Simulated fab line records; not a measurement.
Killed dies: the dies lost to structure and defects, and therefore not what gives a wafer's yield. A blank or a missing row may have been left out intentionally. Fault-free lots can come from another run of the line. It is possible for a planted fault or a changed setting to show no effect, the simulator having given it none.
Chamber matching    flow n5Finfet    N5_BEOL_M8_VIA_ETCH_34 on rieDiel-03 has 4 sister chambers
The step etches SiCOH lowk in C4F6/O2, target depth 125.5 nm, time 50.5 s. 16 wafers are shown with their chamber, then 8 later ones without.

## WAFERS WITH THEIR CHAMBER
wafer   chamber  drypumpMotorCurrentA (A)  showerheadPlenumPTorr (Torr)  throttleValvePct (%)
L074.1  0        6.0                       2.93                          21.20
L074.4  3        5.1                       2.71                          21.11
L074.5  3        5.1                       2.71                          21.12
L076.1  2        5.6                       2.97                          21.05
L076.3  0        6.0                       2.92                          21.24
L076.5  1        5.8                       3.01                          20.63
L083.1  1        5.8                       3.01                          20.65
L083.2  2        5.7                       2.97                          21.07
L083.5  2        5.6                       2.97                          21.07
L081.1  3        5.1                       2.70                          21.15
L081.2  2        5.6                       2.96                          21.08
L081.5  1        5.8                       3.00                          20.65
L080.1  3        5.1                       2.70                          21.14
L080.2  1        5.8                       3.00                          20.65
L080.5  3        5.1                       2.70                          21.15
L084.1  1        5.8                       3.00                          20.65

SIGNATURES, as means of the wafers listed above
reading                chamber 0  chamber 1  chamber 2  chamber 3  scatter within a chamber
drypumpMotorCurrentA   6.000      5.800      5.625      5.100      0.025
showerheadPlenumPTorr  2.9250     3.0040     2.9675     2.7040     0.00552
throttleValvePct       21.2200    20.6460    21.0675    21.1340    0.0156
Rule: distance of a wafer from a chamber = root of the sum over the readings of ((wafer's reading minus chamber's mean) / reading's scatter) squared. If the next closest chamber is less than 2 further off than the closest, the wafer can't be placed; otherwise it belongs to the closest. The scatter: take each reading less its chamber's mean, square it, sum over the shown wafers, divide by the number of wafers less the number of chambers, and take the root.

## WAFERS WITHOUT THEIR CHAMBER
wafer   drypumpMotorCurrentA (A)  showerheadPlenumPTorr (Torr)  throttleValvePct (%)
L084.4  5.7                       2.96                          21.08
L084.5  5.8                       3.00                          20.64
L090.1  6.0                       2.91                          20.93
L090.4  5.1                       3.04                          20.80
L090.5  5.7                       2.96                          21.09
L091.1  5.8                       2.99                          20.68
L091.4  5.8                       2.99                          20.68
L091.5  5.1                       3.03                          20.82

## EACH ONE'S CHAMBER
wafer   from the rows above      in truth
L084.4  2                        2
L084.5  1                        1
L090.1  can't be placed: 0 or 2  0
L090.4  can't be placed: 2 or 1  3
L090.5  2                        2
L091.1  1                        1
L091.4  1                        1
L091.5  can't be placed: 2 or 1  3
5 of 8 placed correctly. Can't be placed from these rows: 3 (the true chamber is among the candidates in 1). 0 placed wrongly.
